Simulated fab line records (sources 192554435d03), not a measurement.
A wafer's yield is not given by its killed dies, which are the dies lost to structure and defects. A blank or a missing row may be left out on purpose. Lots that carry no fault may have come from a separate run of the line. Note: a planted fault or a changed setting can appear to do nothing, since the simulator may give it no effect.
fab line records	flow n5-finfet
record: lots: 24	wafers: 72	last-day: 20
route steps=1938 shown BEOL_M13@1675 BEOL_M14@1727
lots with no fault: from the same line, run without faults
start-h: hours from the record's first day to the start of the lot's first wafer shown	wait-h: how many hours have passed since the lot's step before this one	" identical to the entry in the row above	L1.1+2: several wafers, shown together as one row	- no value present, or no start provided	* or withheld: withheld	< > ~ a bound
route shown NAME@n: names a module that has steps shown in the file, with the first one's number in the route	usual: the fault-free wafers' mean and standard deviation	same: alike in all rows	chamber/n: place in a boat	sites: per-site readings	_std_site: the standard deviation of these	_edge_site: outer sites' mean less inner sites'	radius-mm: how far each site lies from the wafer's centre	mask NAME#n: copy n	behind: tool/chamber where the wafer was last shaped	hold: why the lot went on hold/how many hours it stayed there/how the hold came to an end	device: transistor that didn't switch, given as n, p or np	end of line: tests of these same wafers at the route's end	a step without rows: its recipe alone	killed: the dies lost at the first sort to structure and to defects; this is not the yield of the wafer	map: dies across one wafer; x = killed, . = not, _ = none there
set.NAME: the setting as run; set.NAME@STEP: as run at that earlier step	model.NAME: the simulator's own value behind a step, which no gauge read
a sample of lots followed through the steps of the route, with each step as a table and each wafer as a row
services: from which hour (start-h, from the record's first day; less than 0 if before it) a tool's chamber was out of use, for how many hours, and why
== steps ==
step: N5_BEOL_M13_STRIP_63
recipe: chemistry: N2/H2	power-w: 1000	temp-c: 250	h2-frac: 0.65	overash-fraction: 0.3	pressure-mtorr: 1000	n2-flow-sccm: 1750	h2-flow-sccm: 3250
usual: drypump-motor-current-A: 5.7/0.47	heater-power-w: 328/44	oes-product-au: 0.674/0.005	strip-time-to-endpoint-s: 28.0/1
lot.wafer	tool	chamber	start-h	wait-h	drypump-motor-current-A	heater-power-w	oes-product-au	rf-hours-counter-h	strip-time-to-endpoint-s
L075.1	plasma-asher-01	0	281.73	-	6.1	266	0.670	65	28.8
L075.5	"	0	"	"	6.1	271	0.672	-	28.5
L075.6	"	1	"	"	4.9	336	0.685	-	28.0
L074.1	plasma-asher-02	1	308.71	-	5.8	307	0.680	143	27.9
L074.3	"	0	"	"	6.0	398	0.671	-	28.4
L074.5	"	1	"	"	5.8	316	0.671	-	28.0
L076.1	plasma-asher-01	1	312.07	-	4.9	346	0.678	70	29.6
L076.3	"	0	"	"	6.1	268	0.679	-	28.8
L076.4	"	1	"	"	4.9	330	0.675	-	28.7
L077.2	plasma-asher-01	0	323.66	-	6.1	271	0.671	72	28.0
L077.5	"	0	"	"	6.1	279	0.672	-	27.5
L077.6	"	1	"	"	4.9	348	0.682	-	26.5
L078.2	plasma-asher-02	0	324.50	-	6.0	391	0.669	146	28.4
L078.3	"	1	"	"	5.8	312	0.670	-	28.6
L078.6	"	1	"	"	5.8	308	0.672	-	27.4
L083.1	plasma-asher-01	0	340.62	-	6.1	263	0.675	74	29.1
L083.4	"	1	"	"	4.9	341	0.673	-	28.1
L083.5	"	0	"	"	6.1	269	0.679	-	28.2
L079.1	plasma-asher-02	0	345.61	-	6.0	402	0.679	150	29.5
L079.5	"	1	"	"	5.8	303	0.681	-	27.7
L079.6	"	0	"	"	6.0	400	0.677	-	28.6
L081.4	plasma-asher-02	1	355.87	-	5.8	306	0.682	-	27.3
L081.5	"	0	"	"	6.0	394	0.685	-	28.7
L081.6	"	1	"	"	5.8	311	0.676	-	27.9
L084.1	plasma-asher-01	0	366.25	-	6.1	271	0.678	80	28.8
L084.3	"	0	"	"	6.1	275	0.679	-	29.2
L084.5	"	0	"	"	6.1	269	0.667	-	27.7
L082.2	plasma-asher-01	1	366.91	-	4.9	339	0.674	80	30.1
L082.3	"	0	"	"	6.1	277	0.676	-	29.8
L082.6	"	1	"	"	4.9	342	0.675	-	28.6
L085.4	plasma-asher-02	0	367.33	-	6.0	389	0.679	-	28.0
L085.5	"	1	"	"	5.8	314	0.671	-	27.6
L085.6	"	0	"	"	6.0	388	0.679	-	27.9
L080.1	plasma-asher-01	0	376.86	-	6.1	269	0.674	81	27.5
L080.4	"	1	"	"	4.9	345	0.672	-	27.6
L080.6	"	0	"	"	6.1	273	0.670	-	26.7
L087.2	plasma-asher-01	0	382.26	-	6.1	278	0.671	83	29.9
L087.4	"	0	"	"	6.1	270	0.679	-	28.6
L087.6	"	1	"	"	4.9	340	0.674	-	29.3
L090.1	plasma-asher-02	0	394.81	-	6.0	380	0.674	161	28.7
L090.4	"	0	"	"	6.0	388	0.676	-	27.5
L090.6	"	1	"	"	5.8	307	0.671	-	27.4
L088.3	plasma-asher-02	1	395.91	-	5.8	307	0.673	-	27.9
L088.5	"	1	"	"	5.8	310	0.676	-	27.1
L088.6	"	0	"	"	6.0	399	0.673	-	26.6
L086.3	plasma-asher-01	1	396.60	-	4.9	351	0.670	-	27.6
L086.4	"	0	"	"	6.1	282	0.668	-	26.3
L086.5	"	1	"	"	4.9	343	0.668	-	27.4
L089.2	plasma-asher-02	1	396.89	-	5.8	310	0.673	162	28.5
L089.3	"	0	"	"	6.0	388	0.679	-	27.4
L089.5	"	0	"	"	6.0	389	0.673	-	27.6
L093.1	plasma-asher-01	1	398.39	-	4.9	337	0.684	86	29.2
L093.2	"	0	"	"	6.1	273	0.677	86	28.9
L093.4	"	1	"	"	4.9	339	0.669	-	27.7
L092.3	plasma-asher-01	1	398.95	-	4.9	339	0.674	-	28.4
L092.5	"	0	"	"	6.1	273	0.678	-	26.9
L092.6	"	1	"	"	4.9	342	0.670	-	27.1
L091.1	plasma-asher-01	0	414.40	-	6.1	278	0.682	90	29.7
L091.2	"	1	"	"	4.9	339	0.677	90	29.1
L091.6	"	0	"	"	6.1	271	0.679	-	27.0
L094.2	plasma-asher-02	1	421.56	-	5.8	312	0.671	165	27.6
L094.3	"	0	"	"	6.0	391	0.667	-	25.9
L094.6	"	1	"	"	5.8	312	0.677	-	26.0
L095.2	plasma-asher-02	1	434.38	-	5.8	313	0.672	168	29.0
L095.5	"	0	"	"	6.0	377	0.671	-	27.5
L095.6	"	1	"	"	5.8	313	0.674	-	26.1
L097.2	plasma-asher-02	1	434.88	-	5.8	303	0.671	168	27.5
L097.3	"	1	"	"	5.8	305	0.677	-	29.2
L097.5	"	1	"	"	5.8	310	0.674	-	28.1
L096.1	plasma-asher-02	0	444.83	-	6.0	390	0.675	170	28.0
L096.2	"	1	"	"	5.8	309	0.672	170	28.1
L096.4	"	1	"	"	5.8	318	0.664	-	27.0
step: N5_BEOL_M13_CD_MEAS_28
recipe: target-cd-nm: 209.5	landing-energy-ev: 500	detector: se-inlens
usual: cd-nm: 209.5/0.7
lot.wafer	tool	chamber	start-h	wait-h	cd-nm
L075.1	cd-sem-02	0	282.26	-	208.6
L075.5	"	0	"	"	208.4
L075.6	"	0	"	"	207.8
L074.1	cd-sem-02	0	309.25	-	209.5
L074.3	"	0	"	"	209.4
L074.5	"	0	"	"	209.5
L076.1	cd-sem-01	0	312.73	-	210.5
L076.3	"	0	"	"	210.7
L076.4	"	0	"	"	210.1
L077.2	cd-sem-02	0	324.19	-	209.2
L077.5	"	0	"	"	209.3
L077.6	"	0	"	"	208.3
L078.2	cd-sem-03	0	325.16	-	210.7
L078.3	"	0	"	"	210.1
L078.6	"	0	"	"	208.8
L083.1	cd-sem-03	0	341.15	-	209.6
L083.4	"	0	"	"	210.6
L083.5	"	0	"	"	210.1
L079.1	cd-sem-01	0	346.14	-	210.0
L079.5	"	0	"	"	210.4
L079.6	"	0	"	"	210.6
L081.4	cd-sem-03	0	356.55	-	209.5
L081.5	"	0	"	"	210.2
L081.6	"	0	"	"	210.3
L084.1	cd-sem-02	0	366.79	-	209.7
L084.3	"	0	"	"	210.2
L084.5	"	0	"	"	208.9
L082.2	cd-sem-02	0	367.44	-	209.5
L082.3	"	0	"	"	210.3
L082.6	"	0	"	"	208.8
L085.4	cd-sem-03	0	367.89	-	208.8
L085.5	"	0	"	"	209.8
L085.6	"	0	"	"	209.7
L080.1	cd-sem-01	0	377.39	-	209.8
L080.4	"	0	"	"	209.4
L080.6	"	0	"	"	208.9
L087.2	cd-sem-01	0	382.79	-	209.7
L087.4	"	0	"	"	207.8
L087.6	"	0	"	"	209.5
L090.1	cd-sem-01	0	395.34	-	210.2
L090.4	"	0	"	"	209.9
L090.6	"	0	"	"	210.5
L088.3	cd-sem-01	0	396.43	-	208.5
L088.5	"	0	"	"	209.3
L088.6	"	0	"	"	209.3
L086.3	cd-sem-03	0	397.11	-	209.4
L086.4	"	0	"	"	208.7
L086.5	"	0	"	"	208.7
L089.2	cd-sem-03	0	397.55	-	209.6
L089.3	"	0	"	"	209.7
L089.5	"	0	"	"	209.9
L093.1	cd-sem-01	0	399.05	-	209.2
L093.2	"	0	"	"	209.0
L093.4	"	0	"	"	209.0
L092.3	cd-sem-02	0	399.59	-	209.7
L092.5	"	0	"	"	210.0
L092.6	"	0	"	"	210.3
L091.1	cd-sem-01	0	415.06	-	208.8
L091.2	"	0	"	"	209.1
L091.6	"	0	"	"	210.1
L094.2	cd-sem-02	0	422.09	-	208.7
L094.3	"	0	"	"	208.9
L094.6	"	0	"	"	209.6
L095.2	cd-sem-01	0	434.92	-	210.2
L095.5	"	0	"	"	210.6
L095.6	"	0	"	"	210.0
L097.2	cd-sem-01	0	435.41	-	209.6
L097.3	"	0	"	"	209.3
L097.5	"	0	"	"	209.9
L096.1	cd-sem-01	0	445.49	-	208.2
L096.2	"	0	"	"	208.8
L096.4	"	0	"	"	207.3
step: N5_BEOL_M13_STRIP_37
recipe: chemistry: N2/H2	power-w: 1000	temp-c: 250	h2-frac: 0.65	overash-fraction: 0.3	pressure-mtorr: withheld	n2-flow-sccm: 1750	h2-flow-sccm: 3250
usual: drypump-motor-current-A: 5.7/0.46	heater-power-w: 330/44	oes-product-au: 0.785/0.011
lot.wafer	tool	chamber	start-h	wait-h	drypump-motor-current-A	heater-power-w	oes-product-au	rf-hours-counter-h
L075.1	plasma-asher-02	1	283.05	0.1	5.8	303	0.783	137
L075.5	"	0	"	"	6.0	388	0.793	-
L075.6	"	1	"	"	5.8	317	0.794	-
L074.1	plasma-asher-01	0	309.95	0.0	6.1	271	0.768	69
L074.3	"	0	"	"	6.1	272	0.793	-
L074.5	"	1	"	"	4.9	341	0.791	-
L076.1	plasma-asher-01	1	313.43	0.0	4.9	340	0.795	70
L076.3	"	0	"	"	6.1	273	0.785	-
L076.4	"	1	"	"	4.9	342	0.767	-
L077.2	plasma-asher-01	1	324.89	0.0	4.9	344	0.801	72
L077.5	"	1	"	"	4.9	346	0.791	-
L077.6	"	0	"	"	6.1	274	0.788	-
L078.2	plasma-asher-01	0	326.12	0.0	6.1	271	0.788	72
L078.3	"	0	"	"	6.1	269	0.768	-
L078.6	"	0	"	"	6.1	272	0.807	-
L083.1	plasma-asher-01	0	341.85	0.0	6.1	273	0.776	75
L083.4	"	0	"	"	6.1	274	0.791	-
L083.5	"	0	"	"	6.1	276	0.781	-
L079.1	plasma-asher-02	1	347.11	0.0	5.8	307	0.776	151
L079.5	"	1	"	"	5.8	308	0.797	-
L079.6	"	0	"	"	6.1	381	0.781	-
L081.4	plasma-asher-01	1	357.27	0.1	4.9	338	0.802	-
L081.5	"	1	"	"	4.9	335	0.782	-
L081.6	"	0	"	"	6.1	271	0.782	-
L084.1	plasma-asher-01	0	367.50	0.0	6.1	270	0.776	80
L084.3	"	1	"	"	4.9	334	0.783	-
L084.5	"	0	"	"	6.1	267	0.793	-
L082.2	plasma-asher-02	1	368.53	0.0	5.8	311	0.785	155
L082.3	"	1	"	"	5.8	312	0.800	-
L082.6	"	0	"	"	6.0	397	0.767	-
L085.4	plasma-asher-02	1	369.00	0.1	5.8	310	0.779	-
L085.5	"	0	"	"	6.0	398	0.785	-
L085.6	"	1	"	"	5.8	318	0.799	-
L080.1	plasma-asher-01	1	378.10	0.0	4.9	336	0.771	82
L080.4	"	1	"	"	4.9	343	0.765	-
L080.6	"	0	"	"	6.1	271	0.785	-
L087.2	plasma-asher-02	0	383.53	0.0	6.0	385	0.784	159
L087.4	"	1	"	"	5.8	304	0.794	-
L087.6	"	0	"	"	6.0	391	0.769	-
L090.1	plasma-asher-01	0	396.05	0.0	6.1	274	0.785	85
L090.4	"	0	"	"	6.1	274	0.791	-
L090.6	"	1	"	"	4.9	343	0.779	-
L088.3	plasma-asher-02	0	397.15	0.1	6.0	397	0.789	-
L088.5	"	0	"	"	6.0	384	0.778	-
L088.6	"	1	"	"	5.8	303	0.782	-
L086.3	plasma-asher-02	1	397.84	0.1	5.8	310	0.773	-
L086.4	"	0	"	"	6.0	396	0.793	-
L086.5	"	1	"	"	5.8	314	0.786	-
L089.2	plasma-asher-02	0	398.25	0.0	6.0	386	0.783	162
L089.3	"	1	"	"	5.8	316	0.772	-
L089.5	"	0	"	"	6.0	392	0.784	-
L093.1	plasma-asher-02	0	399.75	0.0	6.0	396	0.782	162
L093.2	"	1	"	"	5.8	311	0.783	162
L093.4	"	1	"	"	5.8	312	0.771	-
L092.3	plasma-asher-02	1	400.31	0.1	5.8	314	0.774	-
L092.5	"	1	"	"	5.8	308	0.792	-
L092.6	"	0	"	"	6.0	388	0.775	-
L091.1	plasma-asher-02	0	415.76	0.0	6.0	394	0.796	165
L091.2	"	1	"	"	5.8	311	0.768	165
L091.6	"	1	"	"	5.8	295	0.795	-
L094.2	plasma-asher-02	1	422.79	0.0	5.8	312	0.802	166
L094.3	"	0	"	"	6.0	398	0.807	-
L094.6	"	0	"	"	6.0	388	0.791	-
L095.2	plasma-asher-02	0	435.87	0.0	6.0	388	0.767	168
L095.5	"	0	"	"	6.0	390	0.786	-
L095.6	"	1	"	"	5.8	305	0.789	-
L097.2	plasma-asher-01	1	436.43	0.0	4.9	346	0.776	95
L097.3	"	0	"	"	6.1	267	0.789	-
L097.5	"	0	"	"	6.1	274	0.793	-
L096.1	plasma-asher-01	0	446.31	0.0	6.1	262	0.788	96
L096.2	"	1	"	"	4.9	340	0.796	96
L096.4	"	0	"	"	6.1	270	0.806	-
step: N5_BEOL_M13_SPUTTER_45
recipe: material: Cu	target-thk-a: 800	temp-c: -20	bias-v: 60	power-w: 26000	chamber-pressure-pa: 0.13	time-s: 13.33
usual: throttle-valve-pct: 30.5/0.81
lot.wafer	tool	chamber	start-h	wait-h	throttle-valve-pct
L075.1	pvd-sputter-02	-	283.89	0.0	30.1
L075.5	"	-	"	"	31.5
L075.6	"	-	"	"	30.6
L074.1	pvd-sputter-03	-	310.63	0.0	30.4
L074.3	"	-	"	"	29.9
L074.5	"	-	"	"	30.6
L076.1	pvd-sputter-01	-	315.84	0.0	31.2
L076.3	"	-	"	"	31.3
L076.4	"	-	"	"	28.9
L077.2	pvd-sputter-02	-	326.33	0.0	30.0
L077.5	"	-	"	"	31.4
L077.6	"	-	"	"	29.3
L078.2	pvd-sputter-03	-	326.78	0.0	30.1
L078.3	"	-	"	"	29.8
L078.6	"	-	"	"	30.2
L083.1	pvd-sputter-01	-	343.74	0.0	29.2
L083.4	"	-	"	"	31.4
L083.5	"	-	"	"	31.3
L079.1	pvd-sputter-01	-	349.94	0.0	31.4
L079.5	"	-	"	"	31.6
L079.6	"	-	"	"	29.1
L081.4	pvd-sputter-01	-	359.23	0.0	31.2
L081.5	"	-	"	"	29.1
L081.6	"	-	"	"	31.2
L084.1	pvd-sputter-03	-	368.41	0.0	30.2
L084.3	"	-	"	"	30.6
L084.5	"	-	"	"	29.9
L082.2	pvd-sputter-02	-	371.01	0.0	29.5
L082.3	"	-	"	"	30.5
L082.6	"	-	"	"	29.7
L085.4	pvd-sputter-01	-	376.45	0.0	31.3
L085.5	"	-	"	"	31.4
L085.6	"	-	"	"	28.8
L080.1	pvd-sputter-01	-	380.38	0.0	31.5
L080.4	"	-	"	"	31.3
L080.6	"	-	"	"	31.4
L087.2	pvd-sputter-02	-	385.81	0.0	30.3
L087.4	"	-	"	"	29.9
L087.6	"	-	"	"	30.6
L090.1	pvd-sputter-03	-	399.95	0.0	30.0
L090.4	"	-	"	"	30.2
L090.6	"	-	"	"	30.5
L088.3	pvd-sputter-03	-	400.77	0.0	30.1
L088.5	"	-	"	"	29.8
L088.6	"	-	"	"	29.9
L086.3	pvd-sputter-02	-	401.07	0.0	29.7
L086.4	"	-	"	"	30.4
L086.5	"	-	"	"	31.3
L089.2	pvd-sputter-01	-	401.45	0.0	29.1
L089.3	"	-	"	"	31.5
L089.5	"	-	"	"	29.2
L093.1	pvd-sputter-02	-	403.47	0.0	29.2
L093.2	"	-	"	"	30.3
L093.4	"	-	"	"	31.8
L092.3	pvd-sputter-02	-	404.93	0.0	29.4
L092.5	"	-	"	"	30.1
L092.6	"	-	"	"	30.3
L091.1	pvd-sputter-03	-	419.06	0.0	30.2
L091.2	"	-	"	"	30.0
L091.6	"	-	"	"	30.1
L094.2	pvd-sputter-02	-	423.65	0.0	31.4
L094.3	"	-	"	"	28.9
L094.6	"	-	"	"	29.4
L095.2	pvd-sputter-01	-	436.88	0.0	31.4
L095.5	"	-	"	"	31.3
L095.6	"	-	"	"	31.3
L097.2	pvd-sputter-02	-	437.02	0.0	30.4
L097.3	"	-	"	"	31.5
L097.5	"	-	"	"	31.6
L096.1	pvd-sputter-02	-	452.94	0.0	29.3
L096.2	"	-	"	"	30.5
L096.4	"	-	"	"	30.2
step: N5_BEOL_M13_CMP_49
recipe: stop-on: SiOC	t-overpolish-s: 17.1	down-force-psi: 1	platen-rpm: 50	clearing-platen-down-force-psi: 1.5	clearing-platen-rpm: 50	post-cmp-clean: cu-alkaline	target-thk-nm: 420	clearing-platen-pad-velocity-m-s: 0.99484	pad-velocity-m-s: 0.99484
usual: barrier-field-endpoint-s: 30.5/0.84	clearing-platen-down-force-psi: 1.5001/0.0028	clearing-platen-rpm: 50.001/0.024	motor-current-A: 5.8/0.48	overpolish-run-s: 17.100/0.01	pad-life-wafers: 943/590	slurry-flow-ml-min: 150.0/0.45
lot.wafer	tool	chamber	start-h	wait-h	barrier-field-endpoint-s	clearing-platen-down-force-psi	clearing-platen-rpm	motor-current-A	overpolish-run-s	pad-life-wafers	slurry-flow-ml-min
L075.1	cmp-04	2	284.55	0.3	30.9	1.4999	49.954	5.7	17.115	848	149.9
L075.5	"	0	"	"	30.4	1.5008	50.015	5.5	17.095	-	149.1
L075.6	"	1	"	"	29.7	1.4949	49.926	5.7	17.104	-	150.0
L074.3	cmp-04	1	311.28	0.2	31.0	1.4954	50.013	5.4	17.089	1082	149.6
L074.1	"	2	"	"	30.7	1.4995	49.963	5.6	17.104	1083	150.2
L074.5	"	0	"	"	31.4	1.5004	49.991	5.4	17.102	-	150.3
L076.1	cmp-03	0	316.42	0.3	29.6	1.5028	49.985	5.5	17.086	1752	150.0
L076.3	"	1	"	"	30.2	1.5008	49.982	5.3	17.099	1753	150.2
L076.4	"	2	"	"	29.6	1.4966	50.038	5.8	17.090	1754	149.7
L077.2	cmp-04	3	326.95	0.2	31.6	1.5005	50.021	6.2	17.101	1200	149.9
L077.5	"	3	"	"	31.7	1.5068	50.016	6.8	17.088	-	149.8
L077.6	"	0	"	"	31.7	1.5029	49.997	5.5	17.077	-	150.6
L078.2	cmp-04	2	327.58	0.3	30.3	1.5032	50.014	6.2	17.073	1207	150.5
L078.3	"	0	"	"	31.3	1.5001	49.971	5.6	17.100	1209	150.2
L078.6	"	2	"	"	30.6	1.5041	50.029	6.1	17.077	-	149.9
L083.4	cmp-04	1	344.35	0.2	31.6	1.4968	50.002	5.3	17.095	1333	150.4
L083.1	"	2	"	"	31.5	1.4989	49.991	6.0	17.097	1334	149.7
L083.5	"	1	"	"	32.2	1.4986	49.987	5.1	17.095	-	150.3
L079.1	cmp-04	3	350.54	0.3	31.9	1.5016	49.999	6.8	17.104	1386	149.2
L079.5	"	3	"	"	31.4	1.5009	49.982	6.3	17.085	-	149.5
L079.6	"	0	"	"	31.5	1.4991	50.015	5.4	17.108	-	150.2
L081.4	cmp-04	0	359.94	0.1	31.6	1.4990	49.960	5.7	17.099	1458	149.1
L081.5	"	0	"	"	31.3	1.4987	49.972	5.4	17.097	-	149.7
L081.6	"	1	"	"	31.0	1.4985	49.947	5.2	17.109	-	150.4
L084.1	cmp-04	1	369.40	0.3	30.7	1.4966	50.043	5.3	17.091	1549	150.2
L084.3	"	3	"	"	31.3	1.4964	50.017	6.2	17.110	1551	150.0
L084.5	"	1	"	"	30.2	1.4952	50.025	5.1	17.090	-	150.6
L082.3	cmp-04	0	372.19	0.8	31.8	1.5029	50.040	5.5	17.097	1584	149.8
L082.2	"	1	"	"	31.8	1.5001	50.010	5.2	17.105	1585	150.0
L082.6	"	1	"	"	30.9	1.4942	49.997	5.2	17.099	-	149.8
L085.4	cmp-03	0	377.64	0.2	28.9	1.4977	49.988	5.5	17.090	19	150.1
L085.5	"	3	"	"	29.5	1.4959	49.994	6.1	17.106	-	150.3
L085.6	"	0	"	"	29.0	1.5025	49.991	5.4	17.095	-	150.2
L080.1	cmp-02	0	381.34	0.3	29.5	1.4995	49.972	6.2	17.082	1087	149.6
L080.4	"	1	"	"	29.8	1.4995	50.005	6.4	17.093	1088	149.2
L080.6	"	0	"	"	30.5	1.4973	50.004	6.1	17.124	-	149.6
L087.4	cmp-03	2	386.67	0.4	30.3	1.5000	50.021	6.0	17.107	102	149.8
L087.2	"	1	"	"	30.3	1.4938	50.023	5.1	17.117	105	149.6
L087.6	"	2	"	"	29.3	1.5016	49.972	5.9	17.106	-	150.3
L090.1	cmp-04	0	400.60	0.3	31.5	1.5010	49.973	5.6	17.112	1856	150.1
L090.4	"	1	"	"	30.4	1.4978	49.985	5.2	17.097	1857	150.3
L090.6	"	2	"	"	31.0	1.5002	50.000	5.9	17.113	-	149.9
L088.3	cmp-03	1	401.48	0.2	31.2	1.5006	50.047	5.3	17.091	230	150.3
L088.5	"	3	"	"	31.1	1.4995	49.976	6.3	17.108	-	150.3
L088.6	"	0	"	"	31.0	1.4991	49.980	5.9	17.117	-	149.9
L086.4	cmp-03	3	401.98	0.1	30.2	1.5037	49.996	6.4	17.083	234	150.2
L086.3	"	2	"	"	30.4	1.4954	49.987	5.9	17.096	237	149.4
L086.5	"	3	"	"	30.2	1.5047	49.981	5.9	17.109	-	149.8
L089.2	cmp-02	3	402.29	0.3	29.0	1.4992	49.998	5.8	17.110	1208	150.0
L089.3	"	0	"	"	29.5	1.5001	49.981	6.2	17.118	1209	149.8
L089.5	"	1	"	"	28.6	1.5034	50.010	6.3	17.108	-	149.8
L093.2	cmp-03	1	404.10	0.3	30.3	1.5037	50.000	5.2	17.108	247	150.3
L093.1	"	2	"	"	29.4	1.5013	49.970	5.8	17.097	248	150.0
L093.4	"	3	"	"	29.4	1.5015	50.005	6.4	17.097	249	149.6
L092.3	cmp-03	3	405.55	0.2	29.8	1.4997	49.993	6.4	17.096	259	150.0
L092.5	"	2	"	"	29.4	1.4989	50.007	5.7	17.094	-	150.2
L092.6	"	3	"	"	29.5	1.5019	50.016	6.3	17.106	-	149.9
L091.2	cmp-03	2	419.89	0.2	30.8	1.4963	50.053	5.8	17.102	373	150.5
L091.1	"	3	"	"	29.9	1.5043	49.997	6.2	17.103	374	149.2
L091.6	"	1	"	"	30.6	1.5033	50.032	5.0	17.119	-	149.9
L094.2	cmp-02	2	424.35	0.3	30.1	1.4992	49.980	6.9	17.079	1394	149.6
L094.3	"	3	"	"	30.3	1.4939	50.028	5.5	17.100	1395	149.9
L094.6	"	0	"	"	29.8	1.5016	49.982	6.7	17.100	-	150.0
L095.2	cmp-03	0	438.49	0.3	30.2	1.4980	49.975	5.5	17.096	525	150.1
L095.6	"	1	"	"	31.1	1.5044	49.999	5.0	17.103	-	150.2
L095.5	"	2	"	"	29.9	1.4979	50.044	6.0	17.101	-	149.1
L097.3	cmp-02	1	438.66	0.2	30.2	1.5017	50.011	6.2	17.093	1512	149.9
L097.2	"	3	"	"	30.0	1.5026	50.039	5.6	17.092	1514	150.4
L097.5	"	1	"	"	29.9	1.4978	50.029	6.2	17.126	-	148.8
L096.1	cmp-04	3	453.83	0.3	30.8	1.5012	50.018	6.3	17.098	174	149.7
L096.4	"	0	"	"	31.2	1.5004	50.001	5.7	17.107	175	149.9
L096.2	"	1	"	"	30.4	1.4975	50.038	5.2	17.102	176	150.4
step: N5_BEOL_M14_OVL_MEAS_11
recipe: points-per-wafer: 44
usual: V13_OVL: 2/5.8
lot.wafer	tool	chamber	start-h	wait-h	V13_OVL[nm]
L075.1	overlay-02	0	285.49	0.0	-2
L075.5	"	0	"	"	6
L075.6	"	0	"	"	5
L074.1	overlay-02	0	312.23	0.0	3
L074.3	"	0	"	"	8
L074.5	"	0	"	"	14
L076.1	overlay-02	0	317.44	0.0	8
L076.3	"	0	"	"	9
L076.4	"	0	"	"	5
L077.2	overlay-01	0	327.96	0.0	9
L077.5	"	0	"	"	0
L077.6	"	0	"	"	1
L078.2	overlay-01	0	328.55	0.0	4
L078.3	"	0	"	"	5
L078.6	"	0	"	"	3
L083.1	overlay-01	0	345.47	0.0	-4
L083.4	"	0	"	"	0
L083.5	"	0	"	"	4
L079.1	overlay-02	0	351.59	0.0	-1
L079.5	"	0	"	"	0
L079.6	"	0	"	"	-4
L081.4	overlay-02	0	360.95	0.0	-4
L081.5	"	0	"	"	0
L081.6	"	0	"	"	1
L084.1	overlay-02	0	370.48	0.0	-8
L084.3	"	0	"	"	-10
L084.5	"	0	"	"	-4
L082.2	overlay-01	0	373.28	0.0	-1
L082.3	"	0	"	"	-3
L082.6	"	0	"	"	-8
L085.4	overlay-01	0	378.74	0.0	5
L085.5	"	0	"	"	2
L085.6	"	0	"	"	4
L080.1	overlay-01	0	382.32	0.0	14
L080.4	"	0	"	"	9
L080.6	"	0	"	"	14
L087.2	overlay-01	0	387.84	0.0	1
L087.4	"	0	"	"	-2
L087.6	"	0	"	"	-2
L090.1	overlay-01	0	401.61	0.0	8
L090.4	"	0	"	"	6
L090.6	"	0	"	"	2
L088.3	overlay-02	0	402.42	0.0	-1
L088.5	"	0	"	"	1
L088.6	"	0	"	"	-1
L086.3	overlay-02	0	403.12	0.0	6
L086.4	"	0	"	"	5
L086.5	"	0	"	"	-1
L089.2	overlay-01	0	403.24	0.0	1
L089.3	"	0	"	"	-4
L089.5	"	0	"	"	10
L093.1	overlay-01	0	405.28	0.0	1
L093.2	"	0	"	"	11
L093.4	"	0	"	"	-1
L092.3	overlay-01	0	406.65	0.0	12
L092.5	"	0	"	"	13
L092.6	"	0	"	"	7
L091.1	overlay-02	0	421.10	0.0	-6
L091.2	"	0	"	"	-8
L091.6	"	0	"	"	-6
L094.2	overlay-02	0	425.41	0.0	0
L094.3	"	0	"	"	-2
L094.6	"	0	"	"	5
L095.2	overlay-02	0	439.39	0.0	-3
L095.5	"	0	"	"	2
L095.6	"	0	"	"	-5
L097.2	overlay-02	0	439.68	0.0	4
L097.3	"	0	"	"	4
L097.5	"	0	"	"	-7
L096.1	overlay-01	0	454.97	0.0	3
L096.2	"	0	"	"	0
L096.4	"	0	"	"	-2
== services ==
tool	chamber	start-h	hours	kind
cmp-04	-	264.34	0.9	repair
plasma-asher-02	-	266.06	2.8	pm
cmp-02	-	267.71	1.2	repair
cmp-03	-	271.86	1.6	repair
cmp-02	-	284.34	0.4	repair
plasma-asher-01	-	292.03	0.4	repair
cmp-02	-	292.22	1.7	repair
cmp-03	-	298.90	0.9	repair
plasma-asher-01	-	308.05	1.9	repair
pvd-sputter-03	-	347.98	6.3	repair
pvd-sputter-02	-	357.28	0.6	repair
cmp-02	-	367.00	6.2	repair
cmp-03	-	370.39	4.0	pm
cmp-04	-	373.98	0.7	repair
cmp-02	-	374.73	4.0	repair
cmp-02	-	384.41	4.9	pm
plasma-asher-02	-	406.45	2.6	repair
cmp-04	-	415.72	0.4	repair
plasma-asher-01	-	430.01	2.1	repair
cmp-04	-	432.84	4.0	pm
cmp-04	-	436.84	-	consumable-replace:conditioner
cmp-03	-	447.54	2.3	repair
cmp-03	-	449.91	5.4	pm
cmp-02	-	452.55	5.5	pm
== key ==
fault none
